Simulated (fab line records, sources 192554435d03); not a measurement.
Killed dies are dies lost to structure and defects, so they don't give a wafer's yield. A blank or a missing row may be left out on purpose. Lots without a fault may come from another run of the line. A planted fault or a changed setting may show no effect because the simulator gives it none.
A struck lot beside a sound one | flow n5_finfet | 44 steps out of a route of 1938
Sound: wafers L942.1, L942.4, L942.5. Struck: wafer L938.6. (L938.2, L938.3 of the same lot were not struck and are left out.) The cause comes at the end.
At each step with rows: each side's tool, then ch and its chambers, then its first start. Under that, the readings that differ: sound wafers | struck wafers | difference of the means | sigmas: that difference in standard deviations of wafers without a fault.
alike: readings whose means differ by less than 2 such deviations, and words and numbers that are the same on both sides. not compared: withheld readings, readings that some wafer has no value for, bounds like >300 that may hide the same value, and numbers for which the record gives no deviation and whose values overlap.
The two part at a step that has a row with sigmas, a row that says differs or no value, or rows on one side only. Numbers that don't overlap but have no deviation are shown without sigmas and don't part them. A reading that every wafer of one side lacks parts them only if that side has two wafers or more.

N5_BEOL_M5_CD_MEAS_28: target cd 30.6 nm, target cd y 20 nm.
  sound on cd_sem-03 ch 0, day 11 11:27; struck on cd_sem-03 ch 0, day 10 15:01
  alike: cd_nm
N5_BEOL_M5_OVL_MEAS_29:
  sound on overlay-01 ch 0, day 11 11:29; struck on overlay-01 ch 0, day 10 15:03
  alike: V4_OVL
N5_BEOL_M5_INSPECT_30: inspects for defects (brightfield).
  sound on defect_inspect-01, day 11 11:32; struck on defect_inspect-02, day 10 15:07
  alike: raw_defect_count
then, 9 steps without rows for these wafers: N5_BEOL_M5_DESCUM_33 (chemistry O2, time 7 s); N5_BEOL_M5_ETCH_75 (etches underlayer in N2/H2, target depth 6.5 nm, time 5.2 s); N5_BEOL_M5_ETCH_67 (etches SiARC in CF4, target depth 15.6 nm, time 26 s); N5_BEOL_M5_ETCH_68 (etches SOC in N2/H2, target depth 80 nm, overetch 16 nm, time 120 s); N5_BEOL_M5_STRIP_69 (strips in N2/H2); N5_BEOL_M5_STRIP_76 (strips in N2/H2); N5_BEOL_M5_VIA_ETCH_34 (etches SiCOH lowk in C4F6/O2, target depth 88.3 nm, time 39.2 s); N5_BEOL_M5_STRIP_85 (strips in C4F6/O2); N5_BEOL_M5_STRIP_36 (strips in N2/H2).
N5_BEOL_M5_TRENCH_ETCH_37: etches SiCOH lowk in C4F6/O2, target depth 71.652 nm, time 24.7 s.
  sound on rie_diel-06 ch 0,1,3, day 11 11:50; struck on rie_diel-04 ch 3, day 10 15:25
  reading                             | sound             | struck | difference | sigmas
  oes_product_au (a.u.)               | 0.82 0.87 0.88    | 0.70   | -0.16      | -2
  run_length_s (s)                    | 47.6 48.1 47.4    | 45.6   | -2.1       | -4
  model.etch.depth_nm (nm)            | 70.99 72.64 73.53 | 64.53  | -7.86      |
  model.BEOL_M5.feature_depth_nm (nm) | 71 72.6 73.6      | 64.6   | -7.8       |
  alike: drypump_motor_current_A, oes_ar_750_au, rf_vpp_V, showerhead_plenum_p_Torr, throttle_valve_pct
  not compared: rf_hours_counter_h
then, 1 step without rows for these wafers: N5_BEOL_M5_ETCH_41 (etches SiCN in CH3F/O2, target depth 31.5 nm, time 56.7 s).
N5_BEOL_M5_STRIP_91: strips in N2/H2, time 10 s.
  sound on rie_diel-06 ch 0,1,3; struck on rie_diel-04 ch 3
  reading               | sound          | struck | difference | sigmas
  oes_product_au (a.u.) | 0.83 0.87 0.88 | 0.69   | -0.17      | -2
  alike: drypump_motor_current_A, rf_vpp_V, showerhead_plenum_p_Torr, throttle_valve_pct
  not compared: rf_hours_counter_h
N5_BEOL_M5_OCD_MEAS_38:
  sound on ocd-02, day 11 12:00; struck on ocd-02, day 10 15:34
  reading              | sound          | struck | difference | sigmas
  trench_depth_nm (nm) | 70.9 72.7 73.2 | 64.4   | -7.9       | -7
then, 4 steps without rows for these wafers: N5_BEOL_M5_HM_STRIP_39 (strips TiN in peroxide tin strip, target depth 25 nm, time 158 s); N5_BEOL_M5_SRD_40 (time 30 s); N5_BEOL_M5_PRECLEAN_42 (cleans in residue remover, time 60 s); N5_BEOL_M5_SRD_43 (time 30 s).
N5_BEOL_M5_CD_MEAS_35: target cd 28 nm, target cd y 24 nm.
  sound on cd_sem-02, day 11 12:10; struck on cd_sem-01, day 10 15:43
  alike: cd_nm
then, 7 steps without rows for these wafers: N5_BEOL_M5_CURE_80 (cures SiCOH lowk, time 120 s); N5_BEOL_M5_DEGAS_44 (time 60 s); N5_BEOL_M5_PRE_CLEAN_45 (time 30 s); N5_BEOL_M5_ALD_86 (deposits TaN, pulse time 2 s, purge time 3 s, co reactant purge time 2 s); N5_BEOL_M5_SURFACE_TREAT_87; N5_BEOL_M5_CVD_47 (deposits Co from CCTBA/H2, target thk 3 nm, time 216 s); N5_BEOL_M5_SPUTTER_48 (material Cu, target thk 15 nm, time 27.62 s).
N5_BEOL_M5_ANNEAL_49: time 1800 s.
  sound on pvd_sputter-01, day 11 13:23; struck on pvd_sputter-03, day 10 18:56
  alike: heater_power_w, susceptor_temp_C
N5_BEOL_M5_SPUTTER_81: material Cu, target thk 15 nm, time 27.62 s.
  sound on pvd_sputter-01, day 11 14:23; struck on pvd_sputter-03, day 10 19:56
  alike: chuck_gas_flow_sccm, susceptor_temp_C, throttle_valve_pct
then, 5 steps without rows for these wafers: N5_BEOL_M5_ANNEAL_82 (time 1800 s); N5_BEOL_M5_SPUTTER_83 (material Cu, target thk 15 nm, time 27.62 s); N5_BEOL_M5_ANNEAL_84 (time 1800 s); N5_BEOL_M5_SPUTTER_88 (material Cu, target thk 15 nm, time 27.62 s); N5_BEOL_M5_ANNEAL_89 (time 1800 s).
N5_BEOL_M5_SPUTTER_90: material Cu, target thk 4.5 nm, time 8.29 s.
  sound on pvd_sputter-01, day 11 17:39; struck on pvd_sputter-03, day 10 23:11
  alike: chuck_gas_flow_sccm, susceptor_temp_C, throttle_valve_pct
then, 2 steps without rows for these wafers: N5_BEOL_M5_ECD_50 (material Cu, target thk 300 nm); N5_BEOL_M5_ANNEAL_51 (time 90 s).
N5_BEOL_M5_CMP_52: polishes, stops on SiCOH lowk, t overpolish 6.9 s, target thk 62 nm.
  sound on cmp-03 ch 1,2,3, day 11 21:37; struck on cmp-02 ch 3, day 11 01:11
  reading                                | sound          | struck | difference | sigmas
  model.Cu_of_BEOL_M5_ECD_50.thk_nm (nm) | 59.6 61.6 64.8 | 53.8   | -8.2       |
  alike: barrier_field_endpoint_s, motor_current_A, overpolish_run_s, slurry_flow_ml_min, time_to_endpoint_s
N5_BEOL_M5_THK_MEAS_53: measures by xrf.
  sound on film_metro-02, day 11 21:50; struck on film_metro-01, day 11 01:29
  reading     | sound          | struck | difference | sigmas
  M5_THK (nm) | 59.0 61.4 64.3 | 54.3   | -7.3       | -5
N5_BEOL_M5_PRE_CLEAN_77: time 15 s.
  sound on cvd_co-01 ch 0,1,2, day 11 21:56; struck on cvd_co-01 ch 1, day 11 01:31
  alike: heater_power_w
  not compared: susceptor_temp_C
then, 1 step without rows for these wafers: N5_BEOL_M5_CO_CAP_78 (material Co, precursor CCTBA/H2, target thk 2 nm, time 102.1 s).
N5_BEOL_M5_RS_MEAS_57: measures by four-point-probe.
  sound on film_metro-01, day 11 22:09; struck on film_metro-01, day 11 01:44
  reading        | sound             | struck | difference | sigmas
  M5_RS (ohm/sq) | 0.405 0.388 0.365 | 0.459  | +0.073     | +7
then, 1 step without rows for these wafers: N5_PASSIVATION_PROBE_49.

WHERE THEY PART
First at N5_BEOL_M5_TRENCH_ETCH_37; last, within this record, at N5_BEOL_M5_RS_MEAS_57.

WHY: what the simulator had put in
Process parameter drift: rie_diel-04, from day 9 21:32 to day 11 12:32, at N5_BEOL_M5_TRENCH_ETCH_37. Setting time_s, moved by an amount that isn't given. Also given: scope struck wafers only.
